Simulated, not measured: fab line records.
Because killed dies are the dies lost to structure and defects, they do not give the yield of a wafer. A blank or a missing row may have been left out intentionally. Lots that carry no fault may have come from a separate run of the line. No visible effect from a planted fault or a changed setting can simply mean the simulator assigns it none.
Matching of chambers + flow nand harc + 3 sister chambers for NHARC_P_M0_PRE_CLEAN_31 on pecvd-02
The step time 12 s. 6 wafers are shown with their chamber, then 8 later ones without.

WAFERS, EACH WITH ITS CHAMBER
| wafer  | chamber | heater power outer w (W) | heater power w (W) |
|--------|---------|--------------------------|--------------------|
| L076.5 | 2       | 400                      | 654                |
| L079.1 | 0       | 289                      | 566                |
| L079.2 | 2       | 349                      | 579                |
| L080.4 | 1       | 273                      | 493                |
| L080.5 | 0       | 293                      | 586                |
| L084.2 | 1       | 257                      | 456                |

WAFERS WHOSE CHAMBER IS MISSING
| wafer  | heater power outer w (W) | heater power w (W) |
|--------|--------------------------|--------------------|
| L084.4 | 381                      | 620                |
| L084.6 | 283                      | 579                |
| L089.2 | 359                      | 590                |
| L089.3 | 246                      | 459                |
| L089.4 | 243                      | 435                |
| L095.1 | 288                      | 584                |
| L095.4 | 300                      | 569                |
| L095.5 | 402                      | 644                |

WHICH CHAMBER EACH ONE RAN IN
| wafer  | from the rows above | in truth |
|--------|---------------------|----------|
| L084.4 | 2                   | 2        |
| L084.6 | 0                   | 0        |
| L089.2 | 2                   | 2        |
| L089.3 | 1                   | 1        |
| L089.4 | 1                   | 1        |
| L095.1 | 0                   | 0        |
| L095.4 | 0                   | 0        |
| L095.5 | 2                   | 2        |
8 of 8 placed correctly. Number that these rows cannot place: 0. Placed wrongly: 0.
How it was worked out, from the rows above alone: a wafer's distance from a chamber is the root of the sum, over the readings, of the square of ((its reading less the chamber's mean) divided by the reading's scatter). The wafer belongs to the nearest chamber; if the next one is less than 2 further off, it can't be placed. A chamber's mean is the mean of its shown wafers. The scatter: take each reading less its chamber's mean, square it, sum over the shown wafers, divide by the number of wafers less the number of chambers, and take the root.
